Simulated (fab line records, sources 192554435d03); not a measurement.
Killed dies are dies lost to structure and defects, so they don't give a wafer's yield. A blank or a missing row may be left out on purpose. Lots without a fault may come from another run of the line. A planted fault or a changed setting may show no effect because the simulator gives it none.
Which tool did it? | flow n5_finfet | 12 lots, 34 wafers sampled, at 4 steps of a route of 1938

WHAT THE GAUGES READ, wafer by wafer
N5_FIN_SAQP_OVL_MEAS_17. Usual: FIN_CORE_OVL 0.4 nm, standard deviation 0.84.
lot  | measured    | on         | FIN_CORE_OVL (nm) | flag
L762 | day 1 22:30 | overlay-01 | -0.6 -0.4 -0.4    |
L763 | day 2 04:20 | overlay-02 | 0.8 0.5 -0.3      |
L764 | day 2 11:07 | overlay-01 | -0.6 1.0 0.0      |
L765 | day 2 17:20 | overlay-02 | 0.1 -0.6 -0.3     |
L766 | day 3 00:38 | overlay-02 | 0.3 1.5 0.3       |
L768 | day 3 10:26 | overlay-01 | 0.2 0.4           |
L771 | day 4 06:11 | overlay-01 | 0.1 -0.6          |
L776 | day 5 09:21 | overlay-02 | 0.1 0.6 0.4       |
L782 | day 6 21:36 | overlay-02 | 1.4 0.9 1.9       |
L783 | day 7 03:40 | overlay-02 | 1.4 0.5 0.0       |
L784 | day 7 10:10 | overlay-02 | 0.1 -0.3 0.9      |
L785 | day 7 16:47 | overlay-01 | 0.8 0.4 0.8       |

WHICH TOOL RAN EACH LOT (tool, then ch and the chambers of the sampled wafers, then the start)
lot  | N5_PMOS_HMC_CHANNEL_EPI_STRIP_33  | N5_FIN_SAQP_ALD_61               | N5_FIN_SAQP_DENSIFY_62
L762 | rie_diel-06 ch 1,2, day 1 18:14   | ald_sin-03 ch 0,3, day 1 21:14   | rtp_anneal-01 ch 0, day 1 21:26
L763 | rie_diel-06 ch 0,1,2, day 1 23:23 | ald_sin-03 ch 0,2,3, day 2 03:05 | rtp_anneal-02 ch 0, day 2 03:17
L764 | rie_diel-06 ch 0,1,2, day 2 05:55 | ald_sin-04 ch 0,1, day 2 09:49   | rtp_anneal-01 ch 0, day 2 10:03
L765 | rie_diel-02 ch 0,3, day 2 11:54   | ald_sin-04 ch 1,2,3, day 2 15:49 | rtp_anneal-01 ch 0, day 2 16:17
L766 | rie_diel-06 ch 0,2,3, day 2 17:25 | ald_sin-03 ch 0,2,3, day 2 23:21 | rtp_anneal-02 ch 0, day 2 23:33
L768 | rie_diel-02 ch 0,2, day 3 06:05   | ald_sin-04 ch 0,2, day 3 09:02   | rtp_anneal-02 ch 0, day 3 09:27
L771 | rie_diel-04 ch 1,2, day 4 00:02   | ald_sin-04 ch 2,3, day 4 04:52   | rtp_anneal-02 ch 0, day 4 05:08
L776 | rie_diel-04 ch 2,3, day 5 05:19   | ald_sin-03 ch 0,1, day 5 08:10   | rtp_anneal-01 ch 0, day 5 08:23
L782 | rie_diel-04 ch 1,2,3, day 6 17:31 | ald_sin-03 ch 0,2,3, day 6 20:22 | rtp_anneal-02 ch 0, day 6 20:37
L783 | rie_diel-02 ch 0,1,2, day 6 23:41 | ald_sin-03 ch 0,1,3, day 7 02:25 | rtp_anneal-01 ch 0, day 7 02:38
L784 | rie_diel-02 ch 0,1,2, day 7 05:42 | ald_sin-01 ch 1,2,3, day 7 08:56 | rtp_anneal-02 ch 0, day 7 09:08
L785 | rie_diel-06 ch 0,2,3, day 7 12:45 | ald_sin-03 ch 0,1, day 7 15:29   | rtp_anneal-02 ch 0, day 7 15:41
- N5_PMOS_HMC_CHANNEL_EPI_STRIP_33: strips in N2/H2.
- N5_FIN_SAQP_ALD_61: deposits SiO2, target thk 4 nm, pulse time 1 s, purge time 2 s.
- N5_FIN_SAQP_DENSIFY_62: time 60 s.

WHAT THE TOOLS THEMSELVES READ (means of the sampled wafers that have a number; where no wafer has one, the mark that the record gives instead)
N5_PMOS_HMC_CHANNEL_EPI_STRIP_33. Usual: drypump_motor_current_A 5.9 A, standard deviation 0.61; oes_product_au 0.80 a.u., standard deviation 0.077; rf_vpp_V 54.1 V, standard deviation 1.7; showerhead_plenum_p_Torr 3.37 Torr, standard deviation 0.1; throttle_valve_pct 19.0 %, standard deviation 0.36.
lot  | tool        | drypump_motor_current_A (A) | oes_product_au (a.u.) | rf_vpp_V (V) | showerhead_plenum_p_Torr (Torr) | throttle_valve_pct (%) | flag
L762 | rie_diel-06 | 5.9                         | 0.77                  | 55.1         | 3.42                            | 19.3                   |
L763 | rie_diel-06 | 6.1                         | 0.75                  | 55.1         | 3.41                            | 19.3                   |
L764 | rie_diel-06 | 6.1                         | 0.75                  | 54.0         | 3.40                            | 19.3                   |
L765 | rie_diel-02 | 6.3                         | 0.89                  | 52.5         | 3.35                            | 19.4                   |
L766 | rie_diel-06 | 5.7                         | 0.77                  | 53.1         | 3.36                            | 19.1                   |
L768 | rie_diel-02 | 6.0                         | 0.91                  | 55.8         | 3.37                            | 18.7                   |
L771 | rie_diel-04 | 5.2                         | 0.83                  | 55.1         | 3.31                            | 18.6                   |
L776 | rie_diel-04 | 5.3                         | 0.75                  | 53.5         | 3.21                            | 18.6                   |
L782 | rie_diel-04 | 5.3                         | 0.79                  | 54.4         | 3.28                            | 18.8                   |
L783 | rie_diel-02 | 6.1                         | 0.81                  | 55.0         | 3.40                            | 18.7                   |
L784 | rie_diel-02 | 6.1                         | 0.81                  | 52.8         | 3.40                            | 18.8                   |
L785 | rie_diel-06 | 5.7                         | 0.82                  | 53.8         | 3.35                            | 19.0                   |

N5_FIN_SAQP_ALD_61. Usual: heater_power_w 463 W, standard deviation 39; precursor_pulse_height_rel 1.001, standard deviation 0.021.
lot  | tool       | heater_power_w (W) | precursor_pulse_height_rel | flag
L762 | ald_sin-03 | 469                | 0.994                      |
L763 | ald_sin-03 | 487                | 0.986                      |
L764 | ald_sin-04 | 434                | 1.002                      |
L765 | ald_sin-04 | 436                | 1.020                      |
L766 | ald_sin-03 | 482                | 1.014                      |
L768 | ald_sin-04 | 462                | 0.990                      |
L771 | ald_sin-04 | 448                | 0.996                      |
L776 | ald_sin-03 | 463                | 0.998                      |
L782 | ald_sin-03 | 488                | 1.002                      |
L783 | ald_sin-03 | 465                | 1.009                      |
L784 | ald_sin-01 | 458                | 0.996                      |
L785 | ald_sin-03 | 429                | 1.017                      |

N5_FIN_SAQP_DENSIFY_62. Usual: lamp_power_pct 9.85 %, standard deviation 0.054; lamp_zone_1_pct 9.845 %, standard deviation 0.0091; lamp_zone_6_pct 9.769 %, standard deviation 0.01; wafer_temp_C_max 703.3, standard deviation 0.59.
lot  | tool          | lamp_power_pct (%) | lamp_zone_1_pct (%) | lamp_zone_6_pct (%) | wafer_temp_C_max | flag
L762 | rtp_anneal-01 | 9.80               | 9.837               | 9.779               | 702.8            |
L763 | rtp_anneal-02 | 9.82               | 9.846               | 9.775               | 703.7            |
L764 | rtp_anneal-01 | 9.85               | 9.850               | 9.774               | 703.5            |
L765 | rtp_anneal-01 | 9.90               | 9.843               | 9.779               | 703.4            |
L766 | rtp_anneal-02 | 9.85               | 9.837               | 9.768               | 702.4            |
L768 | rtp_anneal-02 | 9.81               | 9.853               | 9.752               | 703.2            |
L771 | rtp_anneal-02 | 9.82               | 9.843               | 9.777               | 702.7            |
L776 | rtp_anneal-01 | 9.88               | 9.842               | 9.760               | 702.9            |
L782 | rtp_anneal-02 | 9.94               | 9.837               | 9.765               | 702.9            |
L783 | rtp_anneal-01 | 9.82               | 9.850               | 9.776               | 703.2            |
L784 | rtp_anneal-02 | 9.86               | 9.844               | 9.767               | 703.0            |
L785 | rtp_anneal-02 | 9.88               | 9.849               | 9.768               | 703.4            |

THE ANSWER, worked out from the rows above alone
Rule: a lot is off if the mean of its wafers that have a number lies more than 3 standard deviations from the usual mean. A lot without any number at a reading at which 4 lots or more have one is off too. The other lots that the step has rows for count as sound. The gauges are gone through in route order, then the tools' own readings, and for those a lot's mean is taken as printed above. The first step at which some lot is off is used, and at that step the reading that is off furthest; a lot without a number counts as furthest.
No lot is off at any reading shown: from this, nothing can be told.

WHAT THE SIMULATOR HAD PUT IN
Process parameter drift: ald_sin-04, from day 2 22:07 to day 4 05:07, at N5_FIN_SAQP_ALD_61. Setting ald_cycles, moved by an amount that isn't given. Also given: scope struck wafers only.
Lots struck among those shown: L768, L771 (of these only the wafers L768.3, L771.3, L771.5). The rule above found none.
